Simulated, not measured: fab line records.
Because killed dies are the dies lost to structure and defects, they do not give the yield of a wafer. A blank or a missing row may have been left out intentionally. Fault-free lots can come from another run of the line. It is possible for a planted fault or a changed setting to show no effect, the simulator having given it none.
Matching of chambers :: flow n5-finfet :: rie-diel-04 running N5_HKMG_FIN_STRIP_89: 4 sister chambers
The step strips SOC in N2/H2, time 20 s. 4 wafers are shown with their chamber, then 8 later ones without.

WAFERS WITH THEIR CHAMBER
wafer: L083.1
chamber: 3
drypump-motor-current-A (A): 6.0

wafer: L083.4
chamber: 2
drypump-motor-current-A (A): 6.1

wafer: L083.6
chamber: 1
drypump-motor-current-A (A): 5.1

wafer: L088.1
chamber: 0
drypump-motor-current-A (A): 5.4

WAFERS WHOSE CHAMBER IS MISSING
wafer: L088.4
drypump-motor-current-A (A): 6.1

wafer: L088.6
drypump-motor-current-A (A): 5.1

wafer: L091.2
drypump-motor-current-A (A): 5.3

wafer: L091.3
drypump-motor-current-A (A): 6.1

wafer: L091.4
drypump-motor-current-A (A): 5.0

wafer: L096.2
drypump-motor-current-A (A): 6.1

wafer: L096.4
drypump-motor-current-A (A): 5.1

wafer: L096.6
drypump-motor-current-A (A): 5.3

WHICH CHAMBER EACH WENT THROUGH
wafer: L088.4
from the rows above: can't be placed: 2 or 3
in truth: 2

wafer: L088.6
from the rows above: 1
in truth: 1

wafer: L091.2
from the rows above: can't be placed: 0 or 1
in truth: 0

wafer: L091.3
from the rows above: can't be placed: 2 or 3
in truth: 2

wafer: L091.4
from the rows above: 1
in truth: 1

wafer: L096.2
from the rows above: can't be placed: 2 or 3
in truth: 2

wafer: L096.4
from the rows above: 1
in truth: 1

wafer: L096.6
from the rows above: can't be placed: 0 or 1
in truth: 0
Correct placement for 3 of the 8. Not placeable from these rows: 5 (in 5, the candidates include the true chamber). Number placed wrongly: 0.
How it was worked out, from the rows above alone: a wafer's distance from a chamber is the root of the sum, over the readings, of the square of ((its reading less the chamber's mean) divided by the reading's scatter). The wafer belongs to the nearest chamber; if the next one is less than 2 further off, it can't be placed. A chamber's mean is the mean of its shown wafers. The scatter: root of mean squared gap, hidden wafer to nearest shown wafer, with one shown wafer a chamber.
